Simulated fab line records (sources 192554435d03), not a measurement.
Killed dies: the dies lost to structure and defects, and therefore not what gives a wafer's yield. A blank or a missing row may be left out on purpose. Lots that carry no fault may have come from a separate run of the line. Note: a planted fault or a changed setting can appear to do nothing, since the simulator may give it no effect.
Matching of chambers / flow n5_finfet / N5_BEOL_M7_VIA_ETCH_34 on rie_diel-04: 4 sister chambers
The step etches SiCOH lowk in C4F6/O2, target depth 125.5 nm, time 50.5 s. 4 wafers are shown with their chamber, then 7 later ones without.

== WAFERS, EACH WITH ITS CHAMBER ==
wafer=L080.1; chamber=0; showerhead_plenum_p_Torr (Torr)=2.79
wafer=L085.3; chamber=1; showerhead_plenum_p_Torr (Torr)=2.92
wafer=L086.3; chamber=2; showerhead_plenum_p_Torr (Torr)=2.74
wafer=L086.4; chamber=3; showerhead_plenum_p_Torr (Torr)=2.85

== WAFERS WITH NO CHAMBER GIVEN ==
wafer=L086.5; showerhead_plenum_p_Torr (Torr)=2.92
wafer=L090.1; showerhead_plenum_p_Torr (Torr)=2.92
wafer=L090.2; showerhead_plenum_p_Torr (Torr)=2.74
wafer=L090.6; showerhead_plenum_p_Torr (Torr)=2.74
wafer=L094.1; showerhead_plenum_p_Torr (Torr)=2.78
wafer=L094.5; showerhead_plenum_p_Torr (Torr)=2.78
wafer=L094.6; showerhead_plenum_p_Torr (Torr)=2.84

== EACH ONE'S CHAMBER ==
wafer=L086.5; from the rows above=1; in truth=1
wafer=L090.1; from the rows above=1; in truth=1
wafer=L090.2; from the rows above=2; in truth=2
wafer=L090.6; from the rows above=2; in truth=2
wafer=L094.1; from the rows above=0; in truth=0
wafer=L094.5; from the rows above=0; in truth=0
wafer=L094.6; from the rows above=3; in truth=3
Placed correctly: 7 of 7. From these rows, 0 cannot be placed. Wrongly placed: 0.
How it was worked out, from the rows above alone: a wafer's distance from a chamber is the root of the sum, over the readings, of the square of ((its reading less the chamber's mean) divided by the reading's scatter). If the next closest chamber is less than 2 further off than the closest, the wafer can't be placed; otherwise it belongs to the closest. A chamber's mean is the mean of its shown wafers. The scatter (one wafer shown for each chamber): square how far every hidden wafer sits from the nearest shown wafer, average those squares and take the square root.
